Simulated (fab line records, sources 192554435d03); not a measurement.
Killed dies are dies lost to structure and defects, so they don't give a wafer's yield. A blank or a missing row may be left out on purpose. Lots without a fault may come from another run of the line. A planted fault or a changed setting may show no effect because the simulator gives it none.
Which tool did it? | flow n5_finfet | 9 lots, 27 wafers sampled, at 4 steps of a route of 1938

WHAT THE GAUGES READ, wafer by wafer
N5_SD_EPI_P_INSPECT_11: inspects for defects (macro).
lot  | measured    | on                | raw_defect_count
L226 | day 4 03:32 | defect_inspect-01 | 5 2 4
L231 | day 5 09:10 | defect_inspect-01 | 3 1 4
L233 | day 5 18:34 | defect_inspect-02 | 3 2 1
L237 | day 6 20:17 | defect_inspect-01 | 1 3 0
L238 | day 7 06:17 | defect_inspect-01 | 2 1 2
L240 | day 7 14:59 | defect_inspect-01 | 2 1 2
L242 | day 7 23:48 | defect_inspect-02 | 3 3 3
L245 | day 8 20:26 | defect_inspect-01 | 3 2 4
L246 | day 8 23:23 | defect_inspect-02 | 5 3 1

WHICH TOOL RAN EACH LOT (tool, then ch and the chambers of the sampled wafers, then the start)
lot  | N5_SD_EPI_N_ETCH_34               | N5_SD_EPI_N_SD_RECESS_17        | N5_SD_EPI_P_COAT_03
L226 | rie_diel-06 ch 0,2,3, day 3 22:06 | rie_si-02 ch 0,2,3, day 3 22:45 | litho_track-02 ch 0, day 4 03:15
L231 | rie_diel-01 ch 0,3, day 5 04:47   | rie_si-02 ch 0,2,3, day 5 05:26 | litho_track-02 ch 0, day 5 08:45
L233 | rie_diel-03 ch 0,1,3, day 5 14:01 | rie_si-04 ch 0,2,3, day 5 14:40 | litho_track-02 ch 0, day 5 18:17
L237 | rie_diel-03 ch 1,2,3, day 6 16:04 | rie_si-02 ch 1,2, day 6 16:43   | litho_track-05 ch 0, day 6 20:00
L238 | rie_diel-06 ch 0,2,3, day 7 01:49 | rie_si-04 ch 0,2,3, day 7 02:29 | litho_track-05 ch 0, day 7 05:52
L240 | rie_diel-01 ch 0,1,2, day 7 10:37 | rie_si-04 ch 0,1,3, day 7 11:16 | litho_track-05 ch 0, day 7 14:34
L242 | rie_diel-03 ch 0,1,2, day 7 18:37 | rie_si-05 ch 0,1,3, day 7 19:16 | litho_track-05 ch 0, day 7 23:23
L245 | rie_diel-06 ch 0,1,3, day 8 12:46 | rie_si-02 ch 0,2,3, day 8 13:25 | litho_track-02 ch 0, day 8 20:01
L246 | rie_diel-06 ch 0,1, day 8 18:31   | rie_si-05 ch 0,3, day 8 19:10   | litho_track-03 ch 0, day 8 22:58
- N5_SD_EPI_N_ETCH_34: etches SiARC in CF4, target depth 45.5 nm, time 75.8 s.
- N5_SD_EPI_N_SD_RECESS_17: chemistry HBr/Cl2/O2, target depth 41 nm, time 23.7 s, bt time 3 s.
- N5_SD_EPI_P_COAT_03: resist thk 150 nm.

THE ANSWER, worked out from the rows above alone
Rule: what is usual is taken from the lots themselves. Put in order of their means at a reading, lots are off if they are a third of the lots or fewer, leave a main group of 4 or more, and stand apart from it by a gap of 3 or more times the standard deviation of the main group's means; of several such gaps the widest counts. A main group whose means are all the same, to the digits that the tables above print for the reading, isn't used. A lot without any number at a reading at which 4 lots or more have one is off too. The other lots that the step has rows for count as sound.
No lot is off at any reading shown: from this, nothing can be told.

WHAT THE SIMULATOR HAD PUT IN
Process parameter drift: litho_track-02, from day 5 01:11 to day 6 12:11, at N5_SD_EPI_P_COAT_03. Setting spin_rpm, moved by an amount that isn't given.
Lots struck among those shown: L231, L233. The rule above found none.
